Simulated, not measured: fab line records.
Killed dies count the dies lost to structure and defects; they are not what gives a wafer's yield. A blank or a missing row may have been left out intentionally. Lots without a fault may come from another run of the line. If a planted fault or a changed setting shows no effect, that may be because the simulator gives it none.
fab line records	flow n5Finfet
[record] lots = 7	wafers = 21
route steps=1938 shown BEOL_M10@1499 BEOL_M11@1552 BEOL_M12@1623 BEOL_M13@1713 BEOL_M14@1716 BEOL_M15@1776 MIM_BOT_ETCH@1868 PASSIVATION@1930
startH: hours from the record's first day to the start of the lot's first wafer shown	waitH: hours since the lot's step before	" same as the row above	L1.1+2: a single row standing in for several wafers	- no value, or no start given	* or withheld: withheld	< > ~ a bound
route shown NAME@n: a module of which the file shows steps, and the number in the route of the first	usual: average and standard deviation across the fault-free wafers	same: alike in all rows	chamber/n: place in a boat	sites: readings site by site	_std_site: standard deviation across them	_edge_site: mean of outer sites minus mean of inner sites	radiusMm: for every site, how far away it sits from the centre of the wafer	mask NAME#n: copy n	behind: tool/chamber where the wafer was last shaped	hold: cause of the lot's hold/its duration in hours/its outcome	device: names the non-switching transistor (n, p or np)	end of line: tests run on the same wafers once the route is complete	a step with no rows: only its recipe	killed: not the wafer's yield, but the dies lost to structure and defects at the first sort	map: dies across one wafer; x = killed, . = not, _ = none there
set.NAME: the setting that was run; set.NAME@STEP: the one run at that earlier step	model.NAME: the simulator's own value behind a step, which no gauge read
lots whose settings were changed on purpose; a table a step, a row a wafer
[[steps]]
[step N5_BEOL_M10_EXPOSE_25]
[recipe] maskId = V9	na = 1.35	sourceShape = annular	sigmaInner = 0.5	sigmaOuter = 0.8	polarization = unpolarized	doseMj = 85.5
lot.wafer	tool	chamber	startH	waitH	mask	set.doseMj
L075.1+4+5	arfiScanner-02	0	222.87	-	V9#0	85.5
L077.2+3+5	arfiScanner-02	0	240.66	-	V9#0	85.5
L078.2+4+5	arfiScanner-01	0	247.50	-	V9#0	85.5
L083.2	arfiScanner-02	0	288.04	-	V9#0	85.5
L083.4+6	"	0	"	"	V9#0	87.42
L088.1	arfiScanner-02	0	317.70	-	V9#0	85.5
L088.4+5	"	0	"	"	V9#0	87.89
L090.3+5	arfiScanner-03	0	319.73	-	V9#0	85.5
L090.6	"	0	"	"	V9#0	81.22
L092.1+2	arfiScanner-02	0	335.91	-	V9#0	89.88
L092.5	"	0	"	"	V9#0	85.5
[step N5_BEOL_M10_PEB_26]
[recipe] pebTempC = withheld	pebTimeS = 60	resist = CAR-ArF
[step N5_BEOL_M10_DEVELOP_27]
[recipe] developTimeS = 30	developer = TMAH	resist = CAR-ArF	rinseLiquid = diw	dry = airSpin	devTempC = 23
[step N5_BEOL_M10_CD_MEAS_28]
[recipe] targetCdNm = 70	landingEnergyEv = 500	detector = seInlens	polarity = opening
[usual] cdNm = 69.9/0.75
lot.wafer	tool	chamber	startH	waitH	set.doseMj@BEOL_M10_EXPOSE_25	cdNm
L075.1	cdSem-02	0	223.00	-	85.5	69.9
L075.4	"	0	"	"	85.5	69.4
L075.5	"	0	"	"	85.5	70.7
L077.2	cdSem-02	0	240.79	-	85.5	70.4
L077.3	"	0	"	"	85.5	70.3
L077.5	"	0	"	"	85.5	69.8
L078.2	cdSem-01	0	247.63	-	85.5	71.0
L078.4	"	0	"	"	85.5	69.6
L078.5	"	0	"	"	85.5	69.6
L083.2	cdSem-03	0	288.16	-	85.5	69.1
L083.4	"	0	"	"	87.42	71.8
L083.6	"	0	"	"	87.42	72.4
L088.1	cdSem-02	0	317.83	-	85.5	69.1
L088.4	"	0	"	"	87.89	72.5
L088.5	"	0	"	"	87.89	72.4
L090.3	cdSem-03	0	319.85	-	85.5	69.5
L090.5	"	0	"	"	85.5	69.9
L090.6	"	0	"	"	81.22	66.1
L092.1	cdSem-02	0	336.04	-	89.88	72.8
L092.2	"	0	"	"	89.88	73.1
L092.5	"	0	"	"	85.5	68.6
[step N5_BEOL_M10_DESCUM_33]
[recipe] chemistry = O2	timeS = 7.9	sourcePowerW = 50	biasPowerW = 20	pressureMtorr = 20	rfFrequencyHz = 2.712e+07	tempC = 40	resist = CAR-ArF	o2FlowSccm = 225
[step N5_BEOL_M10_ETCH_65]
[recipe] chemistry = CF4	target = SiARC	targetDepthA = 390	maskMaterial = CAR-ArF	timeS = 65	ionEnergyEv = 80	pressureMtorr = 40	sourceW = 545	biasW = 36	Ar_flow_sccm = 100	cf4FlowSccm = 100	ends = cleared
[usual] etchRfOnTimeS = 64.4/0.79
lot.wafer	tool	chamber	startH	waitH	set.spinRpm@BEOL_M10_COAT_64	etchRfOnTimeS	model.etch.depthNm	model.CAR-ArF_of_BEOL_M10_COAT_22.thkNm
L075.1	rieDiel-06	3	223.33	0.0	1397	67.5	30.99	54.6
L075.4	"	1	"	"	1500	65.6	29.99	55.6
L075.5	"	1	"	"	1397	67.2	31.06	54.6
L077.2	rieDiel-02	3	240.91	0.0	1500	64.6	30.1	55.6
L077.3	"	1	"	"	1425	66.9	30.87	55.2
L077.5	"	0	"	"	1500	63.7	30.01	55.6
L078.2	rieDiel-01	3	247.95	0.0	1500	63.7	29.9	55.2
L078.4	"	3	"	"	1500	64.2	29.92	55
L078.5	"	2	"	"	1500	64.5	29.88	55
L083.2	rieDiel-01	2	288.29	0.0	1500	64.6	29.9	55.6
L083.4	"	0	"	"	1500	63.1	29.98	55.6
L083.6	"	1	"	"	1444	64.8	30.58	55.2
L088.1	rieDiel-02	1	318.17	0.0	1500	65.2	30.02	55.6
L088.4	"	0	"	"	1500	64.6	30.04	55.4
L088.5	"	1	"	"	1617	62.9	28.92	56.6
L090.3	rieDiel-01	3	319.97	0.0	1500	64.6	29.97	55.2
L090.5	"	0	"	"	1500	63.7	29.9	55.2
L090.6	"	3	"	"	1500	64.4	29.9	55.2
L092.1	rieDiel-01	2	336.44	0.0	1395	66.9	31.34	54.4
L092.2	"	1	"	"	1500	64.2	30.15	55.6
L092.5	"	3	"	"	1500	64.3	30.16	55.6
[step N5_BEOL_M10_ETCH_66]
[recipe] chemistry = N2/H2	target = SOC	targetDepthA = 1200	overetchA = 240	maskMaterial = SiARC	tempC = 40	timeS = 180	ionEnergyEv = 200	pressureMtorr = 30	sourceW = 840	biasW = 150	n2FlowSccm = 200	h2FlowSccm = 200
lot.wafer	tool	chamber	startH	waitH	set.spinRpm@BEOL_M10_COAT_64	model.SiARC_of_BEOL_M10_COAT_64.thkNm
L075.1+5	rieDiel-06	3,1	223.38	0.0	1397	23.8
L075.4	"	1	"	"	1500	22.6
L077.2	rieDiel-02	3	240.96	0.0	1500	22.8
L077.3	"	1	"	"	1425	23.6
L077.5	"	0	"	"	1500	22.4
L078.2+4+5	rieDiel-01	3,3,2	248.00	0.0	1500	22.6
L083.2+4	rieDiel-01	2,0	288.34	0.0	1500	22.6
L083.6	"	1	"	"	1444	23.2
L088.1	rieDiel-02	1	318.22	0.0	1500	22.8
L088.4	"	0	"	"	1500	22.6
L088.5	"	1	"	"	1617	21.6
L090.3	rieDiel-01	3	320.02	0.0	1500	22.6
L090.5+6	"	0,3	"	"	1500	22.4
L092.1	rieDiel-01	2	336.49	0.0	1395	24
L092.2+5	"	1,3	"	"	1500	22.8
[step N5_BEOL_M11_DESCUM_16]
[recipe] chemistry = O2	timeS = 7.9	sourcePowerW = 50	biasPowerW = 20	pressureMtorr = 20	rfFrequencyHz = 2.712e+07	tempC = 40	resist = CAR-ArF	o2FlowSccm = 225
lot.wafer	tool	chamber	startH	waitH	set.timeS	model.CAR-ArF_of_BEOL_M11_COAT_05.thkNm
L075.1	rieDiel-05	0	230.90	0.0	7.9	83.4
L075.4+5	"	2	"	"	7.9	83.6
L077.2	rieDiel-03	3	245.70	0.0	9.178	82.2
L077.3	"	0	"	"	7.9	83.2
L077.5	"	2	"	"	7.9	83
L078.2	rieDiel-04	3	254.46	0.1	7.9	83.6
L078.4	"	2	"	"	7.9	83.4
L078.5	"	1	"	"	7.9	83.2
L083.2	rieDiel-05	3	294.73	0.0	6.146	84.6
L083.4	"	0	"	"	7.9	83.4
L083.6	"	3	"	"	6.146	84.4
L088.1+5	rieDiel-05	1	325.19	0.0	7.9	83.2
L088.4	"	0	"	"	7.9	83.4
L090.3	rieDiel-03	2	326.21	0.1	7.9	83.2
L090.5	"	2	"	"	7.9	82.8
L090.6	"	1	"	"	7.9	83
L092.1	rieDiel-05	0	342.75	0.3	9.62	82.2
L092.2	"	3	"	"	7.9	83.4
L092.5	"	0	"	"	9.62	81.6
[step N5_BEOL_M11_ETCH_61]
[recipe] chemistry = CF4	target = SiARC	targetDepthA = 390	maskMaterial = CAR-ArF	timeS = 65	ionEnergyEv = 80	pressureMtorr = 40	sourceW = 545	biasW = 36	Ar_flow_sccm = 100	cf4FlowSccm = 100	ends = cleared
lot.wafer	tool	chamber	startH	waitH	set.timeS@BEOL_M11_DESCUM_16	model.CAR-ArF_of_BEOL_M11_COAT_05.thkNm
L075.1	rieDiel-05	0	230.93	0.0	7.9	55.4
L075.4+5	"	2	"	"	7.9	55.6
L077.2	rieDiel-03	3	245.73	0.0	9.178	54.2
L077.3	"	0	"	"	7.9	55.2
L077.5	"	2	"	"	7.9	55
L078.2+4	rieDiel-04	3,2	254.50	0.0	7.9	55.6
L078.5	"	1	"	"	7.9	55.2
L083.2	rieDiel-05	3	294.77	0.0	6.146	56.6
L083.4	"	0	"	"	7.9	55.2
L083.6	"	3	"	"	6.146	56.4
L088.1	rieDiel-05	1	325.22	0.0	7.9	55.2
L088.4	"	0	"	"	7.9	55.6
L088.5	"	1	"	"	7.9	55.4
L090.3+6	rieDiel-03	2,1	326.24	0.0	7.9	55.2
L090.5	"	2	"	"	7.9	55
L092.1	rieDiel-05	0	342.79	0.0	9.62	54.2
L092.2	"	3	"	"	7.9	55.4
L092.5	"	0	"	"	9.62	53.8
[step N5_BEOL_M12_COAT_65]
[recipe] resist = SOC	tempC = 250	timeS = 60	spinRpm = 1500	resistThkNm = 300
lot.wafer	tool	chamber	startH	waitH	set.spinRpm	model.SOC_of_BEOL_M12_COAT_65.thkNm
L075.1	lithoTrack-02	0	239.28	0.0	1500	301
L075.4	"	0	"	"	1500	301.2
L075.5	"	0	"	"	1635	289
L077.2	lithoTrack-03	0	252.43	0.0	1442	305.8
L077.3+5	"	0	"	"	1500	299
L078.2	lithoTrack-02	0	260.79	0.0	1500	299.8
L078.4	"	0	"	"	1500	300.2
L078.5	"	0	"	"	1500	300
L083.2	lithoTrack-03	0	302.99	0.0	1500	299.4
L083.4	"	0	"	"	1627	287.2
L083.6	"	0	"	"	1627	287.6
L088.1	lithoTrack-04	0	332.02	0.0	1500	299.6
L088.4	"	0	"	"	1640	286.6
L088.5	"	0	"	"	1500	299.4
L090.3	lithoTrack-03	0	334.66	0.0	1500	300.4
L090.5	"	0	"	"	1430	307.8
L090.6	"	0	"	"	1430	306.8
L092.1	lithoTrack-02	0	350.38	0.0	1456	304.8
L092.2	"	0	"	"	1500	300.6
L092.5	"	0	"	"	1500	300.8
[step N5_BEOL_M13_DEP_53]
[recipe] material = SiCN	targetThkA = 500	tempC = withheld	precursor = 3MS/NH3	pressureTorr = 3	rfW = 675	timeS = 17.8
lot.wafer	tool	chamber	startH	waitH	set.timeS	model.SiCN_of_BEOL_M13_DEP_53.thkNm
L075.1	pecvd-02	0	252.51	0.0	17.8	49.6
L075.4+5	"	2	"	"	17.8	50.8
L077.2	pecvd-03	0	260.79	0.0	17.8	49.4
L077.3	"	1	"	"	15.24	42.2
L077.5	"	0	"	"	17.8	49.6
L078.2	pecvd-02	0	273.52	0.0	17.8	49.2
L078.4	"	0	"	"	17.8	50
L078.5	"	0	"	"	17.8	50.6
L083.2	pecvd-03	0	313.17	0.0	17.8	49.8
L083.4+6	"	1,0	"	"	15.29	43.4
L088.1	pecvd-03	0	341.88	0.0	17.8	49.6
L088.4	"	1	"	"	15.73	44
L088.5	"	2	"	"	15.73	44.6
L090.3	pecvd-01	0	344.32	0.0	17.8	49.4
L090.5	"	1	"	"	15.62	44.4
L090.6	"	0	"	"	17.8	50.4
L092.1+2	pecvd-01	0,1	365.11	0.0	17.8	50.2
L092.5	"	2	"	"	17.8	51
[step N5_BEOL_M14_ILD_DEP_00]
[recipe] material = SiO2	targetThkA = 11193	tempC = 400	precursor = TEOS/O2	pressureTorr = 6.5	rfW = 900	teosFlowSccm = 161.4	gas = O2	flowSccm = 2650	timeS = 237.4
lot.wafer	tool	chamber	startH	waitH	set.timeS	model.SiO2_of_BEOL_M14_ILD_DEP_00.thkNm
L075.1	pecvd-04	2	252.66	0.0	237.4	1112
L075.4	"	2	"	"	226.6	1088
L075.5	"	1	"	"	226.6	1084
L077.2	pecvd-02	2	260.92	0.0	260.4	1212
L077.3	"	0	"	"	237.4	1117
L077.5	"	0	"	"	237.4	1131
L078.2	pecvd-03	0	273.68	0.0	237.4	1121
L078.4	"	1	"	"	237.4	1135
L078.5	"	2	"	"	237.4	1131
L083.2	pecvd-02	0	313.30	0.0	237.4	1106
L083.4	"	0	"	"	261.8	1242
L083.6	"	2	"	"	261.8	1245
L088.1	pecvd-03	2	342.01	0.0	237.4	1105
L088.4	"	0	"	"	237.4	1143
L088.5	"	2	"	"	237.4	1120
L090.3	pecvd-04	0	344.45	0.0	237.4	1123
L090.5	"	1	"	"	263.5	1264
L090.6	"	2	"	"	263.5	1259
L092.1	pecvd-03	2	365.24	0.0	214.4	1022
L092.2	"	0	"	"	237.4	1126
L092.5	"	1	"	"	237.4	1149
[step N5_BEOL_M14_THK_MEAS_01]
[recipe] reads = SiO2_of_BEOL_M14_ILD_DEP_00
[usual] M14_ILD_THK = 1121/14
lot.wafer	tool	chamber	startH	waitH	set.timeS@BEOL_M14_ILD_DEP_00	M14_ILD_THK[nm]
L075.1	filmMetro-01	-	252.85	0.1	237.4	1111
L075.4	"	-	"	"	226.6	1088
L075.5	"	-	"	"	226.6	1084
L077.2	filmMetro-01	-	261.19	0.2	260.4	1213
L077.3	"	-	"	"	237.4	1116
L077.5	"	-	"	"	237.4	1131
L078.2	filmMetro-01	-	273.87	0.1	237.4	1122
L078.4	"	-	"	"	237.4	1135
L078.5	"	-	"	"	237.4	1132
L083.2	filmMetro-01	-	313.49	0.1	237.4	1107
L083.4	"	-	"	"	261.8	1243
L083.6	"	-	"	"	261.8	1245
L088.1	filmMetro-01	-	342.20	0.1	237.4	1106
L088.4	"	-	"	"	237.4	1143
L088.5	"	-	"	"	237.4	1122
L090.3	filmMetro-01	-	344.64	0.1	237.4	1124
L090.5	"	-	"	"	263.5	1263
L090.6	"	-	"	"	263.5	1260
L092.1	filmMetro-01	-	365.43	0.1	214.4	1022
L092.2	"	-	"	"	237.4	1125
L092.5	"	-	"	"	237.4	1148
[step N5_BEOL_M14_COAT_58]
[recipe] resist = BARC	tempC = 205	timeS = 60	spinRpm = 1500	resistThkNm = 89
[step N5_BEOL_M14_COAT_04]
[recipe] spinRpm = 1704	resistThkNm = 800
[step N5_BEOL_M14_DESCUM_15]
[recipe] chemistry = O2	timeS = 7.9	sourcePowerW = 50	biasPowerW = 20	pressureMtorr = 20	rfFrequencyHz = 2.712e+07	tempC = 40	o2FlowSccm = 225
[step N5_BEOL_M14_ETCH_59]
[recipe] chemistry = N2/H2	target = BARC	targetDepthA = 890	overetchA = 267	timeS = 67.9	ionEnergyEv = 200	pressureMtorr = 30	sourceW = 840	biasW = 150	n2FlowSccm = 200	h2FlowSccm = 200
[step N5_BEOL_M14_VIA_ETCH_16]
[recipe] chemistry = C4F8/O2/Ar	target = SiO2	heInnerTorr = 15	heOuterTorr = 30	targetDepthA = 12313	timeS = withheld	ionEnergyEv = 800	pressureMtorr = 20	sourceW = 1905	biasW = 2040	Ar_flow_sccm = 400	C4F8_flow_sccm = 16	O2_flow_sccm = 12	ends = cleared
lot.wafer	tool	chamber	startH	waitH	set.timeS@BEOL_M14_ILD_DEP_00	model.etch.depthNm	model.coat_of_BEOL_M14_COAT_04.thkNm
L075.1	rieDiel-06	1	253.51	0.0	*	1112	453.4
L075.4	"	1	"	"	*	1088	462
L075.5	"	0	"	"	*	1084	457.2
L077.2	rieDiel-06	0	261.87	0.0	*	1212	430.2
L077.3	"	1	"	"	*	1117	458
L077.5	"	3	"	"	*	1131	451.2
L078.2	rieDiel-06	0	274.37	0.0	*	1121	446
L078.4	"	3	"	"	*	1135	448.8
L078.5	"	3	"	"	*	1131	448.6
L083.2	rieDiel-01	0	314.13	0.0	*	1106	455.2
L083.4	"	3	"	"	*	1242	421.8
L083.6	"	3	"	"	*	1245	423.2
L088.1	rieDiel-06	3	342.93	0.0	*	1105	448.6
L088.4	"	1	"	"	*	1143	446.6
L088.5	"	3	"	"	*	1120	448.2
L090.3	rieDiel-01	2	345.25	0.0	*	1123	450
L090.5	"	1	"	"	*	1264	419.2
L090.6	"	0	"	"	*	1259	421.6
L092.1	rieDiel-02	1	366.04	0.0	*	1022	481.2
L092.2	"	2	"	"	*	1126	454.6
L092.5	"	0	"	"	*	1149	450.4
[step N5_BEOL_M15_COAT_04]
[recipe] spinRpm = 1704	resistThkNm = 800
lot.wafer	tool	chamber	startH	waitH	set.spinRpm	model.coat_of_BEOL_M15_COAT_04.thkNm
L075.1	lithoTrack-01	0	-	-	1704	802.6
L075.4	"	0	"	"	1762	790.4
L075.5	"	0	"	"	1762	786.4
L077.2	lithoTrack-03	0	-	-	1845	768.6
L077.3	"	0	"	"	1845	766.4
L077.5	"	0	"	"	1704	799.2
L078.2	lithoTrack-02	0	-	-	1704	802.8
L078.4	"	0	"	"	1704	805.4
L078.5	"	0	"	"	1704	801.6
L083.2+6	lithoTrack-02	0	-	-	1704	803.8
L083.4	"	0	"	"	1704	801.2
L088.1+4	lithoTrack-01	0	-	-	1704	796.4
L088.5	"	0	"	"	1867	763.4
L090.3	lithoTrack-02	0	-	-	1704	798.6
L090.5	"	0	"	"	1704	797.8
L090.6	"	0	"	"	1648	810.6
L092.1	lithoTrack-02	0	-	-	1575	831
L092.2	"	0	"	"	1704	797.4
L092.5	"	0	"	"	1704	798.2
[step N5_BEOL_M15_EBR_06]
[recipe] solvent = PGMEA	ebrWidthMm = 1.5
[step N5_BEOL_M15_SOFTBAKE_05]
[recipe] tempC = 130	timeS = 60
[step N5_BEOL_M15_DESCUM_15]
[recipe] chemistry = O2	timeS = 7.9	sourcePowerW = 50	biasPowerW = 20	pressureMtorr = 20	rfFrequencyHz = 2.712e+07	tempC = 40	o2FlowSccm = 225
[step N5_BEOL_M15_ETCH_59]
[recipe] chemistry = N2/H2	target = BARC	targetDepthA = 890	overetchA = 267	timeS = 67.9	ionEnergyEv = 200	pressureMtorr = 30	sourceW = 840	biasW = 150	n2FlowSccm = 200	h2FlowSccm = 200
[step N5_BEOL_M15_VIA_ETCH_16]
[recipe] chemistry = C4F8/O2/Ar	target = SiO2	heInnerTorr = 15	heOuterTorr = 30	targetDepthA = 17922	timeS = withheld	ionEnergyEv = 800	pressureMtorr = 20	sourceW = 1905	biasW = 2040	Ar_flow_sccm = 400	C4F8_flow_sccm = 16	O2_flow_sccm = 12	ends = cleared
lot.wafer	tool	chamber	startH	waitH	set.spinRpm@BEOL_M15_COAT_04	model.coat_of_BEOL_M15_COAT_04.thkNm
L075.1	rieDiel-04	1	258.77	0.0	1704	341.2
L075.4	"	2	"	"	1762	324
L075.5	"	0	"	"	1762	319.4
L077.2	rieDiel-04	2	269.56	0.0	1845	309.2
L077.3	"	0	"	"	1845	297.8
L077.5	"	0	"	"	1704	335.2
L078.2	rieDiel-03	1	283.45	0.0	1704	341.4
L078.4	"	0	"	"	1704	342
L078.5	"	1	"	"	1704	330.6
L083.2	rieDiel-03	2	318.02	0.0	1704	333.6
L083.4	"	1	"	"	1704	334.6
L083.6	"	2	"	"	1704	333.4
L088.1	rieDiel-03	0	348.96	0.0	1704	340.6
L088.4	"	0	"	"	1704	338.6
L088.5	"	1	"	"	1867	293.6
L090.3	rieDiel-04	3	351.49	0.0	1704	341.8
L090.5	"	1	"	"	1704	331.8
L090.6	"	0	"	"	1648	339.2
L092.1	rieDiel-04	0	371.63	0.0	1575	360.8
L092.2	"	3	"	"	1704	330
L092.5	"	1	"	"	1704	326.8
[step N5_MIM_BOT_ETCH_ETCH_00]
[recipe] chemistry = Cl2/BCl3	target = TiN	targetDepthA = 455	ionEnergyEv = 150	pressureMtorr = 10	icpW = 1000	biasW = 126	Cl2_flow_sccm = 53.25	bcl3FlowSccm = 21.75	Ar_flow_sccm = 25
lot.wafer	tool	chamber	startH	waitH	set.icpW	model.etch.depthNm
L075.1	rieMetal-03	0	272.71	0.1	922.4	42.85
L075.4	"	0	"	"	1000	45.87
L075.5	"	1	"	"	922.4	42.46
L077.2	rieMetal-02	1	286.17	0.1	1000	45.86
L077.3	"	0	"	"	1000	45.26
L077.5	"	1	"	"	1000	46.01
L078.2	rieMetal-02	0	308.14	0.1	1000	45.42
L078.4	"	0	"	"	1000	45.45
L078.5	"	0	"	"	1000	45.59
L083.2	rieMetal-02	1	327.80	0.1	1132	51.18
L083.4	"	1	"	"	1132	51.23
L083.6	"	0	"	"	1000	45.23
L088.1	rieMetal-03	0	359.98	0.1	1000	45.94
L088.4	"	0	"	"	1000	45.96
L088.5	"	1	"	"	1050	47.49
L090.3	rieMetal-01	1	361.25	0.1	1112	51.31
L090.5	"	1	"	"	1000	46.67
L090.6	"	0	"	"	1000	45.15
L092.1	rieMetal-03	0	380.24	0.1	1000	46.54
L092.2	"	1	"	"	1000	45.68
L092.5	"	1	"	"	924.4	42.76
[step N5_PASSIVATION_ETCH_54]
[recipe] chemistry = CHF3/O2	target = SiO2	targetDepthA = 8800	CHF3_flow_sccm = 50	O2_flow_sccm = 5	Ar_flow_sccm = 200	timeS = 440	maskMaterial = PR	pressureMtorr = 30	sourceW = 650	biasW = 170	ionEnergyEv = 200
[usual] rfVppV = 523/3.2
lot.wafer	tool	chamber	startH	waitH	set.biasW	rfVppV
L075.1	rieDiel-06	1	282.71	0.1	170	523
L075.4	"	2	"	"	158.3	489
L075.5	"	1	"	"	158.3	494
L077.2	rieDiel-02	3	295.86	0.1	170	525
L077.3	"	2	"	"	170	522
L077.5	"	2	"	"	170	521
L078.2	rieDiel-06	0	313.14	0.1	170	522
L078.4	"	2	"	"	170	519
L078.5	"	1	"	"	170	522
L083.2	rieDiel-06	3	335.08	0.1	196.3	589
L083.4	"	0	"	"	196.3	588
L083.6	"	0	"	"	196.3	588
L090.3	rieDiel-06	3	366.81	0.1	153.9	485
L090.5	"	0	"	"	170	523
L090.6	"	1	"	"	170	523
L088.1	rieDiel-01	3	370.30	0.1	197.6	593
L088.4	"	1	"	"	170	529
L088.5	"	1	"	"	170	527
L092.1	rieDiel-02	2	387.26	0.1	187.6	564
L092.2	"	1	"	"	187.6	565
L092.5	"	2	"	"	187.6	564
[[key]]
[split] step = N5_BEOL_M10_EXPOSE_25	setting = doseMj	stated = 85.5	by = wafer
[response] step = N5_BEOL_M10_CD_MEAS_28	reading = cdNm	change = +0.878	per = 1%	r = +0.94
[split] step = N5_BEOL_M11_DESCUM_16	setting = timeS	stated = 7.9	by = wafer
[response] step = N5_BEOL_M11_DESCUM_16	reading = model.CAR-ArF_of_BEOL_M11_COAT_05.thkNm	change = -0.0583	per = 1%	r = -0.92
[response] step = N5_BEOL_M11_ETCH_61	reading = model.CAR-ArF_of_BEOL_M11_COAT_05.thkNm	change = -0.0601	per = 1%	r = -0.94
[split] step = N5_BEOL_M12_COAT_65	setting = spinRpm	stated = 1500	by = wafer
[response] step = N5_BEOL_M12_COAT_65	reading = model.SOC_of_BEOL_M12_COAT_65.thkNm	change = -1.41	per = 1%	r = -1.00
[split] step = N5_BEOL_M13_DEP_53	setting = timeS	stated = 17.8	by = wafer
[response] step = N5_BEOL_M13_DEP_53	reading = model.SiCN_of_BEOL_M13_DEP_53.thkNm	change = +0.469	per = 1%	r = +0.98
[split] step = N5_BEOL_M14_ILD_DEP_00	setting = timeS	stated = 237.4	by = wafer
[response] step = N5_BEOL_M14_ILD_DEP_00	reading = model.SiO2_of_BEOL_M14_ILD_DEP_00.thkNm	change = +11.6	per = 1%	r = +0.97
[response] step = N5_BEOL_M14_THK_MEAS_01	reading = M14_ILD_THK	change = +11.5	per = 1%	r = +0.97
[response] step = N5_BEOL_M14_VIA_ETCH_16	reading = model.etch.depthNm	change = +11.6	per = 1%	r = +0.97
[response] step = N5_BEOL_M14_VIA_ETCH_16	reading = model.coat_of_BEOL_M14_COAT_04.thkNm	change = -2.77	per = 1%	r = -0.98
[split] step = N5_BEOL_M15_COAT_04	setting = spinRpm	stated = 1704	by = wafer
[response] step = N5_BEOL_M15_COAT_04	reading = model.coat_of_BEOL_M15_COAT_04.thkNm	change = -3.83	per = 1%	r = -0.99
[response] step = N5_BEOL_M15_VIA_ETCH_16	reading = model.coat_of_BEOL_M15_COAT_04.thkNm	change = -4.26	per = 1%	r = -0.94
[split] step = N5_MIM_BOT_ETCH_ETCH_00	setting = icpW	stated = 1000	by = wafer
[response] step = N5_MIM_BOT_ETCH_ETCH_00	reading = model.etch.depthNm	change = +0.446	per = 1%	r = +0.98
[split] step = N5_PASSIVATION_ETCH_54	setting = biasW	stated = 170	by = wafer
[response] step = N5_PASSIVATION_ETCH_54	reading = rfVppV	change = +4.07	per = 1%	r = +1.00
split outsideThisFile step=N5_BEOL_M10_COAT_64 setting=spinRpm
// split outsideThisFile: this setting was split too, and the file shows its column; the key of that split is in another file
